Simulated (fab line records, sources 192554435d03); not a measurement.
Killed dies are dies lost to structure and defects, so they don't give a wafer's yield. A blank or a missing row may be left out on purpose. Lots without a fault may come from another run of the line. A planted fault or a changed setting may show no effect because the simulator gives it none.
Split-lot experiment | flow n5_finfet | 7 lots, 21 wafers read, on a route of 1938 steps

THE SPLIT
At N5_BEOL_M10_EXPOSE_25 (exposes mask V9), the setting dose_mj was moved away from the recipe's 85.5 on 3 of the 21 wafers read, by +5.0% to +5.7%. The other wafers ran this setting at the recipe's value.

FROM THE SPLIT TO THE READING: what the file shows between them, 2 steps
- N5_BEOL_M10_PEB_26: peb time 60 s
- N5_BEOL_M10_DEVELOP_27: develop time 30 s

THE READING
cd_nm, in nm, at N5_BEOL_M10_CD_MEAS_28 (target cd 70 nm). Fault-free wafers of this fab line usually give 69.8 nm, standard deviation 0.91 nm.

wafer  | tool, chamber at the split | dose_mj as run | against the recipe | cd_nm, nm | against lot-mates on the recipe
L076.1 | arfi_scanner-01, 0         | 85.5           | recipe             | 69.1      | -
L076.3 | arfi_scanner-01, 0         | 85.5           | recipe             | 68.5      | -
L076.5 | arfi_scanner-01, 0         | 85.5           | recipe             | 70.2      | -
L080.1 | arfi_scanner-01, 0         | 85.5           | recipe             | 70.3      | -
L080.2 | arfi_scanner-01, 0         | 85.5           | recipe             | 69.3      | -
L080.3 | arfi_scanner-01, 0         | 85.5           | recipe             | 71.0      | -
L081.2 | arfi_scanner-01, 0         | 85.5           | recipe             | 69.7      | -
L081.3 | arfi_scanner-01, 0         | 85.5           | recipe             | 70.0      | -
L081.5 | arfi_scanner-01, 0         | 85.5           | recipe             | 69.4      | -
L089.1 | arfi_scanner-01, 0         | 85.5           | recipe             | 70.1      | -
L089.2 | arfi_scanner-01, 0         | 85.5           | recipe             | 70.5      | -
L089.4 | arfi_scanner-01, 0         | 85.5           | recipe             | 70.5      | -
L088.3 | arfi_scanner-03, 0         | 85.5           | recipe             | 70.1      | -
L088.4 | arfi_scanner-03, 0         | 85.5           | recipe             | 70.3      | -
L088.5 | arfi_scanner-03, 0         | 85.5           | recipe             | 70.2      | -
L097.1 | arfi_scanner-02, 0         | 85.5           | recipe             | 68.4      | -
L097.2 | arfi_scanner-02, 0         | 89.81          | +5.0%              | 74.3      | +4.9
L097.4 | arfi_scanner-02, 0         | 85.5           | recipe             | 70.4      | -
L095.2 | arfi_scanner-02, 0         | 90.35          | +5.7%              | 74.1      | +4.2
L095.4 | arfi_scanner-02, 0         | 85.5           | recipe             | 69.9      | -
L095.5 | arfi_scanner-02, 0         | 90.35          | +5.7%              | 74.2      | +4.3

THE FIT
A straight line over all 21 wafers: cd_nm changes by +0.787 nm for each +1% of dose_mj; r = +0.92; the points scatter about the line by 0.67 nm.
The same after taking each lot's own level away (the mean of its wafers on the recipe; 21 wafers): +0.811 nm for each +1%; r = +0.94; scatter 0.57 nm.
On that fit, the largest move of dose_mj shifts the reading by 4.6 nm.
The lots' own levels span 69.27 to 70.37 nm, that is 1.2 times the standard deviation above.
So the lot-to-lot level changes the slope little: the two slopes agree.
Check: with one of the wafers moved furthest among these (+5.7%) left out of the fit, the line predicts +4.84 nm for it against its lot-mates. It came out at +4.2 nm against them.

THE FILE'S OWN FIT
cd_nm changes by +0.847 nm for each +1% of dose_mj, r = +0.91.
